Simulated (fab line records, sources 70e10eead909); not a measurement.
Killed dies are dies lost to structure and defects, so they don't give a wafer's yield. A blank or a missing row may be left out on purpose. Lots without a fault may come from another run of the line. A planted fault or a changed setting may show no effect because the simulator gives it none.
Problem report in the 8D (eight disciplines) form, filled by code | flow nand_harc | the parts of the form that need people (team, actions taken, sign-off) are left out

1. THE PROBLEM
plate_temp_C at NHARC_P_GATE_PEB_44 reads a mean of 119.40 C on 9 wafers of 3 lots; wafers without a fault read 118.01 C with a standard deviation of 0.13. That is +11 standard deviations from the usual mean.
The step: peb time 85 s.
First seen on wafer L305.2, day 8 20:53, on litho_track-02. The record holds 36 wafers of 12 lots with a number at this step. Rule for "out", or "out of limits": more than 4 standard deviations from the usual mean. The other wafers with a number count as sound.

2. WHAT IT IS AND WHAT IT IS NOT
question                    | is                                 | is not
which readings at this step | plate_temp_C, heater_power_total_W | -
which lots                  | L305, L307, L309                   | L292, L293, L296, L298, L299, L300, L312, L313, L314
which wafers of those lots  | all that have a number             | -
read on which tools         | litho_track-02                     | litho_track-03, litho_track-07
when                        | from day 8 20:53                   | up to then (18 sound wafers); but 9 sound wafers of L312, L313, L314 came after

3. SUSPECTS, AND WHAT RULES EACH OUT
Counting: a tool at a process step up to the reading stays a suspect if it ran every lot that is out and no sound lot after the first of them.
- acl_dep-03 at NHARC_P_GATE_HM_DEP_102 (deposits aC, target thk 120 nm): ruled out as a lasting fault. Sound lots L312 ran on it after its first lot that is out, L305 (day 8 07:38).
- litho_track-02 at NHARC_P_GATE_PEB_44 (peb time 85 s): kept. It ran every lot that is out, first L305 (day 8 20:53), and no sound lot after that; its last sound lot up to then is L299 (day 7 10:43). Its own readings are out on those wafers: heater_power_total_W, plate_temp_C.
Left after counting: litho_track-02 at NHARC_P_GATE_PEB_44.

4. THE CAUSE (what the simulator had put in)
Process parameter drift: litho_track-02, from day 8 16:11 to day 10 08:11, at NHARC_P_GATE_PEB_44. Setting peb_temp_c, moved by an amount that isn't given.
Counting left only this tool.

5. THE CHAIN OF EFFECTS, in route order
Each row: a reading whose mean over the struck wafers that have a number lies more than 3 standard deviations from the usual. Only readings for which the record gives a usual standard deviation are gone through. hours: the time from each lot's start at the first step in this table that gives one to its start at this step, as a median over the lots. sigmas: the change in usual standard deviations.
hours | step                | reading              | usual    | on struck wafers | change | sigmas
0     | NHARC_P_GATE_PEB_44 | heater_power_total_W | 163.98 W | 166.61           | +2.63  | +9.4
0     | NHARC_P_GATE_PEB_44 | plate_temp_C         | 118.01 C | 119.40           | +1.39  | +11
The process steps in it:
- NHARC_P_GATE_PEB_44: peb time 85 s.
Later measuring or inspecting steps at which every struck wafer that the step has a row for has a number for every such reading, and none has moved that far: NHARC_END_SORT_01.

6. WHAT WOULD HAVE CAUGHT IT SOONER
In this record the first reading out of limits was taken at day 8 20:53, 5 hours after the fault began at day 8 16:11.
